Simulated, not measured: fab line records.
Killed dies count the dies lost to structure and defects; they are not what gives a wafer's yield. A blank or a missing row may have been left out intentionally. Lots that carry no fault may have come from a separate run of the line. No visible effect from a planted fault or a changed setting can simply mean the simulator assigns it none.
Lot-split experiment -- flow n5-finfet -- 21 wafers read across 7 lots, on a route 1938 steps long

## ON THE SPLIT
At N5_BEOL_M10_TRENCH_ETCH_37 (etches SiCOH lowk in C4F6/O2, target depth 148.83 nm, time 48 s), the setting bias-w was moved away from the recipe's 185 W on 7 of the 21 wafers read, by -12.2% to +15.8%. For the rest of the wafers, this setting stayed at what the recipe calls for.

## FROM THE SPLIT TO THE READING: what the file shows between them, 2 steps
- N5_BEOL_M10_ETCH_41: etches SiCN in CH3F/O2, target depth 42.6 nm, time 86 s (also split here: source-w)
- N5_BEOL_M10_STRIP_77: strips in N2/H2, time 10 s

## THE READING
trench-depth-nm, in nm, at N5_BEOL_M10_OCD_MEAS_38. Fault-free wafers of this fab line usually give 149.3 nm, standard deviation 2.4 nm.

wafer,"tool, chamber at the split","bias-w as run, W",against the recipe,"trench-depth-nm, nm",against lot-mates on the recipe
L075.1,"rie-diel-04, 1",185,recipe,152.5,-
L075.3,"rie-diel-04, 0",185,recipe,146.1,-
L075.4,"rie-diel-04, 3",185,recipe,148.0,-
L078.2,"rie-diel-03, 2",185,recipe,151.9,-
L078.4,"rie-diel-03, 0",162.4,-12.2%,145.1,-6.8
L078.5,"rie-diel-03, 1",162.4,-12.2%,143.9,-8.0
L077.2,"rie-diel-02, 3",185,recipe,145.9,-
L077.3,"rie-diel-02, 2",185,recipe,146.4,-
L077.4,"rie-diel-02, 0",185,recipe,147.0,-
L081.3,"rie-diel-02, 2",185,recipe,148.1,-
L081.4,"rie-diel-02, 1",185,recipe,150.3,-
L081.6,"rie-diel-02, 1",185,recipe,150.4,-
L079.3,"rie-diel-02, 1",166.3,-10.1%,144.0,-3.8
L079.4,"rie-diel-02, 3",185,recipe,147.8,-
L079.6,"rie-diel-02, 2",166.3,-10.1%,142.5,-5.3
L082.2,"rie-diel-02, 2",185,recipe,149.0,-
L082.4,"rie-diel-02, 1",214.2,+15.8%,157.0,+8.0
L082.5,"rie-diel-02, 1",214.2,+15.8%,157.0,+8.0
L088.3,"rie-diel-02, 2",185,recipe,148.1,-
L088.5,"rie-diel-02, 1",163.9,-11.4%,144.9,-3.9
L088.6,"rie-diel-02, 0",185,recipe,149.6,-

FIT RESULTS
A straight line over all 21 wafers: trench-depth-nm changes by +0.462 nm for each +1% of bias-w; r = +0.88; the points scatter about the line by 1.9 nm.
The same after taking each lot's own level away (the mean of its wafers on the recipe; 21 wafers): +0.505 nm for each +1%; r = +0.94; scatter 1.4 nm.
On that fit, the largest move of bias-w shifts the reading by 8 nm.
The lots' own levels span 146.43 to 151.90 nm, that is 2.3 times the standard deviation above.
Hence the lot-to-lot level has little effect on the slope; both slopes agree.
Check: +7.99 nm against its lot-mates is what the line predicts for one of the wafers moved furthest among these (+15.8%) when that wafer is left out of the fit. Against them it came out at +8 nm.
Tool readings at the split's step, against how far the setting was moved: rf-vpp-V r = +0.96.

## THESE WAFERS: OTHER SPLITS
Note: prior to the reading, these wafers also went through further splits. Each is held against what the fit with the lots' levels taken away leaves over:
other split on the same wafers,wafers away from the commonest value,r with trench-depth-nm (lot level and that fit taken away)
N5_BEOL_M7_TRENCH_ETCH_37 time-s,11,-0.26
N5_BEOL_M7_ETCH_41 source-w,7,+0.04
N5_BEOL_M9_COAT_60 spin-rpm,6,+0.00
N5_BEOL_M9_COAT_05 spin-rpm,10,+0.15
N5_BEOL_M9_EXPOSE_25 dose-mj,5,+0.07
N5_BEOL_M10_ETCH_41 source-w,8,-0.12

## THE WHOLE CHAIN: every reading that the file lists as answering this split, in the file's order
step,what it does,reading,change (the file's fit),r (the file's)
N5_BEOL_M10_TRENCH_ETCH_37,"etches SiCOH lowk in C4F6/O2, target depth 148.83 nm, time 48 s",rf-vpp-V,+5.24 V for each +1% of the setting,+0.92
N5_BEOL_M10_TRENCH_ETCH_37,"etches SiCOH lowk in C4F6/O2, target depth 148.83 nm, time 48 s","BEOL_M10.feature-depth-nm (the simulator's own value, which no gauge read)",+0.524 nm for each +1% of the setting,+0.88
N5_BEOL_M10_TRENCH_ETCH_37,"etches SiCOH lowk in C4F6/O2, target depth 148.83 nm, time 48 s","etch.depth-nm (the simulator's own value, which no gauge read)",+0.521 nm for each +1% of the setting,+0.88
N5_BEOL_M10_OCD_MEAS_38,,trench-depth-nm,+0.486 nm for each +1% of the setting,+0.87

## FILE'S OWN FIT
trench-depth-nm changes by +0.486 nm for each +1% of bias-w, r = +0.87.
